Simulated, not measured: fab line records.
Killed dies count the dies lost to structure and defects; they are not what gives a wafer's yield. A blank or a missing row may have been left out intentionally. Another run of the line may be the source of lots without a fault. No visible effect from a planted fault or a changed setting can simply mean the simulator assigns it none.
8D (eight disciplines) problem report, filled in by code | flow n5-finfet | the parts of the form that need people (team, actions taken, sign-off) are left out

== 1. WHAT IS WRONG ==
run-length-s at N5_PASSIVATION_PECVD_35 reads a mean of 137.5 s on 3 wafers of 2 lots; wafers without a fault read 195.3 s with a standard deviation of 0.58. So: -99 or more standard deviations from the usual mean.
The step: deposits SiNx from SiH4/NH3/N2, target thk 700 nm, time 151.3 s.
The first sign was on wafer L413.2 at day 16 08:00, on pecvd-03. The record holds 16 wafers of 6 lots with a number at this step. By rule, "out" or "out of limits" means more than 4 standard deviations away from the usual mean. The rest of the wafers with a number are treated as sound.

== 2. WHAT IT IS, AND WHAT IT ISN'T ==
question                    | is                     | is not
which readings at this step | run-length-s           | chamber-pressure-Torr, heater-power-w, showerhead-plenum-p-Torr, throttle-valve-pct
which lots                  | L413, L414             | L407, L408, L419, L424
which wafers of those lots  | L413.2, L413.6, L414.2 | L414.4
read on which tools         | pecvd-03               | pecvd-02
when                        | from day 16 08:00      | up to then (6 sound wafers); but 7 sound wafers of L414, L419, L424 came after

== 3. WHAT RULES OUT EACH SUSPECT ==
Counting: a tool at a process step up to the reading stays a suspect if it ran every lot that is out. Sound lots after the first of them don't rule it out here, since some wafers of a struck lot are sound.
- pecvd-03 at N5_PASSIVATION_PECVD_35 (deposits SiNx from SiH4/NH3/N2, target thk 700 nm, time 151.3 s): kept. It ran every lot that is out, first L413 (day 16 08:00); its last sound lot up to then is L407 (day 14 20:41). Out on those wafers are its own readings of run-length-s.
- Within pecvd-03 at N5_PASSIVATION_PECVD_35: the wafers that are out ran in chambers 0, 2; their sound lot-mates ran in chamber 1.
After counting, what remains is pecvd-03 at N5_PASSIVATION_PECVD_35.

== 4. THE CAUSE (what the simulator had put in) ==
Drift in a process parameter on pecvd-03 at N5_PASSIVATION_PECVD_35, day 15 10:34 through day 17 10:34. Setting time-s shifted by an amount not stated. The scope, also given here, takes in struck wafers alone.
This tool alone remained once counting was done.

== 5. THE CHAIN OF EFFECTS, in route order ==
One row per reading whose mean, taken over the struck wafers that have a number, lies over 3 standard deviations from the usual. Readings are gone through only where the record gives a usual standard deviation; hours: the median, over the lots, of the time from a lot's start at the first step in this table giving one to that lot's start at this step; sigmas: the change measured in usual standard deviations.
hours | step                    | reading      | usual   | on struck wafers | change | sigmas
0     | N5_PASSIVATION_PECVD_35 | run-length-s | 195.3 s | 137.5            | -57.8  | -99 or more
Its process steps:
- N5_PASSIVATION_PECVD_35: deposits SiNx from SiH4/NH3/N2, target thk 700 nm, time 151.3 s.
Later steps that measure or inspect, where all struck wafers having a row at the step show a number for every such reading and not one has moved that far: N5_PASSIVATION_CD_MEAS_44, N5_PASSIVATION_OVL_MEAS_66, N5_PASSIVATION_INSPECT_67.

== 6. HOW IT WOULD HAVE BEEN CAUGHT EARLIER ==
In this record no reading fell out of limits until day 16 08:00, 21 hours after the fault had begun at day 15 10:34.
